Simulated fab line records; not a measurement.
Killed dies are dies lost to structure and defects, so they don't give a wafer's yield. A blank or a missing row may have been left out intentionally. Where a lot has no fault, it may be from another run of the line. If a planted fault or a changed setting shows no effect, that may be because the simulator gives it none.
The tool behind it: which one? || flow n5Finfet || 11 lots, 30 wafers sampled, at 5 steps of a route of 1938

## WHAT EACH GAUGE READ, for each wafer
N5_BEOL_M4_RC_MEAS_101.
{"lot": "L132", "measured": "day 8 09:34", "on": "prober-02", "CJ_N": "4.43 4.21 4.33"}
{"lot": "L133", "measured": "day 8 01:04", "on": "prober-01", "CJ_N": "4.33 4.22 4.40"}
{"lot": "L135", "measured": "day 9 08:22", "on": "prober-01", "CJ_N": "4.23 4.25"}
{"lot": "L137", "measured": "day 9 13:09", "on": "prober-02", "CJ_N": "4.58 4.58 4.52"}
{"lot": "L138", "measured": "day 9 11:29", "on": "prober-02", "CJ_N": "4.51 4.57 4.51"}
{"lot": "L139", "measured": "day 10 08:27", "on": "prober-02", "CJ_N": "4.29 4.36 4.33"}
{"lot": "L140", "measured": "day 10 14:59", "on": "prober-01", "CJ_N": "4.34 4.48 4.29"}
{"lot": "L141", "measured": "day 10 14:43", "on": "prober-02", "CJ_N": "4.63 4.60 4.62"}
{"lot": "L149", "measured": "day 12 20:48", "on": "prober-02", "CJ_N": "3.61 4.33"}
{"lot": "L150", "measured": "day 12 20:40", "on": "prober-01", "CJ_N": "4.05 3.95"}
{"lot": "L151", "measured": "day 13 05:25", "on": "prober-02", "CJ_N": "4.21 3.56 4.26"}

## WHAT TOOL EACH LOT RAN ON (gives the tool, then ch and the chambers of the sampled wafers, and finally the start)
{"lot": "L132", "N5_WELL_APT_EPI_41": "epiRpcvd-01 ch 0, day 1 22:29", "N5_BEOL_M4_ANNEAL_49": "pvdSputter-03, day 8 06:47", "N5_BEOL_M4_ANNEAL_80": "pvdSputter-03, day 8 07:00", "N5_BEOL_M4_SPUTTER_96": "pvdSputter-03, day 8 08:28"}
{"lot": "L133", "N5_WELL_APT_EPI_41": "epiRpcvd-03 ch 0, day 2 04:06", "N5_BEOL_M4_ANNEAL_49": "pvdSputter-03, day 7 22:17", "N5_BEOL_M4_ANNEAL_80": "pvdSputter-03, day 7 22:31", "N5_BEOL_M4_SPUTTER_96": "pvdSputter-03, day 7 23:58"}
{"lot": "L135", "N5_WELL_APT_EPI_41": "epiRpcvd-03 ch 0, day 2 16:34", "N5_BEOL_M4_ANNEAL_49": "pvdSputter-01, day 9 05:24", "N5_BEOL_M4_ANNEAL_80": "pvdSputter-01, day 9 05:37", "N5_BEOL_M4_SPUTTER_96": "pvdSputter-01, day 9 07:05"}
{"lot": "L137", "N5_WELL_APT_EPI_41": "epiRpcvd-02 ch 0, day 3 04:06", "N5_BEOL_M4_ANNEAL_49": "pvdSputter-02, day 9 10:20", "N5_BEOL_M4_ANNEAL_80": "pvdSputter-02, day 9 10:34", "N5_BEOL_M4_SPUTTER_96": "pvdSputter-02, day 9 12:01"}
{"lot": "L138", "N5_WELL_APT_EPI_41": "epiRpcvd-02 ch 0, day 3 10:22", "N5_BEOL_M4_ANNEAL_49": "pvdSputter-01, day 9 08:34", "N5_BEOL_M4_ANNEAL_80": "pvdSputter-01, day 9 08:47", "N5_BEOL_M4_SPUTTER_96": "pvdSputter-01, day 9 10:14"}
{"lot": "L139", "N5_WELL_APT_EPI_41": "epiRpcvd-03 ch 0, day 3 16:29", "N5_BEOL_M4_ANNEAL_49": "pvdSputter-03, day 10 05:32", "N5_BEOL_M4_ANNEAL_80": "pvdSputter-03, day 10 05:45", "N5_BEOL_M4_SPUTTER_96": "pvdSputter-03, day 10 07:13"}
{"lot": "L140", "N5_WELL_APT_EPI_41": "epiRpcvd-03 ch 0, day 3 23:03", "N5_BEOL_M4_ANNEAL_49": "pvdSputter-01, day 10 12:03", "N5_BEOL_M4_ANNEAL_80": "pvdSputter-01, day 10 12:16", "N5_BEOL_M4_SPUTTER_96": "pvdSputter-01, day 10 13:44"}
{"lot": "L141", "N5_WELL_APT_EPI_41": "epiRpcvd-03 ch 0, day 4 04:17", "N5_BEOL_M4_ANNEAL_49": "pvdSputter-03, day 10 11:46", "N5_BEOL_M4_ANNEAL_80": "pvdSputter-03, day 10 11:59", "N5_BEOL_M4_SPUTTER_96": "pvdSputter-03, day 10 13:26"}
{"lot": "L149", "N5_WELL_APT_EPI_41": "epiRpcvd-03 ch 0, day 6 04:24", "N5_BEOL_M4_ANNEAL_49": "pvdSputter-01, day 12 17:43", "N5_BEOL_M4_ANNEAL_80": "pvdSputter-01, day 12 17:56", "N5_BEOL_M4_SPUTTER_96": "pvdSputter-01, day 12 19:24"}
{"lot": "L150", "N5_WELL_APT_EPI_41": "epiRpcvd-03 ch 0, day 6 10:02", "N5_BEOL_M4_ANNEAL_49": "pvdSputter-03, day 12 17:40", "N5_BEOL_M4_ANNEAL_80": "pvdSputter-03, day 12 17:53", "N5_BEOL_M4_SPUTTER_96": "pvdSputter-03, day 12 19:21"}
{"lot": "L151", "N5_WELL_APT_EPI_41": "epiRpcvd-03 ch 0, day 6 15:55", "N5_BEOL_M4_ANNEAL_49": "pvdSputter-01, day 13 02:36", "N5_BEOL_M4_ANNEAL_80": "pvdSputter-01, day 13 02:49", "N5_BEOL_M4_SPUTTER_96": "pvdSputter-01, day 13 04:17"}
- N5_WELL_APT_EPI_41: deposits Si from SiH4/H2, target thk 50 nm, time 297.7 s.
- N5_BEOL_M4_ANNEAL_49: time 240 s.
- N5_BEOL_M4_ANNEAL_80: time 240 s.
- N5_BEOL_M4_SPUTTER_96: material Cu, target thk 4.5 nm, time 8.29 s.

## THE ANSWER, worked out from the rows above alone
Rule: what is usual is taken from the lots themselves. Put in order of their means at a reading, lots are off if they are a third of the lots or fewer, leave a main group of 4 or more, and stand apart from it by a gap of 3 or more times the standard deviation of the main group's means; of several such gaps the widest counts. Not used: any main group whose means are identical at the precision the tables above print for the reading. Also off: a lot with no number at a reading for which 4 or more lots have one. Where the step has rows for the other lots, those lots are counted as sound.
None of the lots is off at any reading shown; this tells nothing.

## WHAT THE SIMULATOR HAD INSERTED
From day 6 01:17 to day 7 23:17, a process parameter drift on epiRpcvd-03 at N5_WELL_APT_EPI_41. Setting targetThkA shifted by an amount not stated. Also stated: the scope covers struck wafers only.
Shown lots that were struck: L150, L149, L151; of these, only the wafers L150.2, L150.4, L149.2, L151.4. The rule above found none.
